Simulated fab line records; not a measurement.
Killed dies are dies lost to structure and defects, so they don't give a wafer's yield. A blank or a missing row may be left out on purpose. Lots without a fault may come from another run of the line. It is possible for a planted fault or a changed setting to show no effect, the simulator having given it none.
Matching of chambers ; flow n5_finfet ; N5_SPACER0_ALD_07 on ald_sin-02: 4 sister chambers
The step deposits SiNx, target thk 2 nm. 8 wafers are shown with their chamber, then 10 later ones without.

WAFERS PAIRED WITH THEIR CHAMBERS
wafer;chamber;heater_power_w (W)
L091.2;1;843
L091.3;3;972
L092.4;1;840
L093.1;0;956
L093.2;3;965
L093.4;2;917
L094.1;2;916
L094.5;0;973

WAFERS WHOSE CHAMBER IS MISSING
wafer;heater_power_w (W)
L094.6;826
L095.3;978
L095.5;971
L095.6;922
L096.1;844
L096.2;937
L096.4;943
L097.2;810
L097.3;932
L097.5;929

WHICH CHAMBER EACH ONE RAN IN
wafer;from the rows above;in truth
L094.6;1;1
L095.3;can't be placed: 3 or 0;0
L095.5;can't be placed: 3 or 0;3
L095.6;2;2
L096.1;1;1
L096.2;can't be placed: 2 or 0 or 3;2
L096.4;can't be placed: 0 or 3 or 2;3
L097.2;1;1
L097.3;2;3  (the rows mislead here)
L097.5;2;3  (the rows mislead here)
Placed correctly: 4 of 10. These rows do not allow placing 4 (true chamber among the candidates in 4). Number placed wrongly: 2.
How it was worked out, from the rows above alone: a wafer's distance from a chamber is the root of the sum, over the readings, of the square of ((its reading less the chamber's mean) divided by the reading's scatter). The wafer belongs to the nearest chamber; if the next one is less than 2 further off, it can't be placed. A chamber's mean is the mean of its shown wafers. The scatter is the square root of a quotient: the sum, over the shown wafers, of each reading's squared deviation from its chamber's mean, divided by wafers minus chambers.
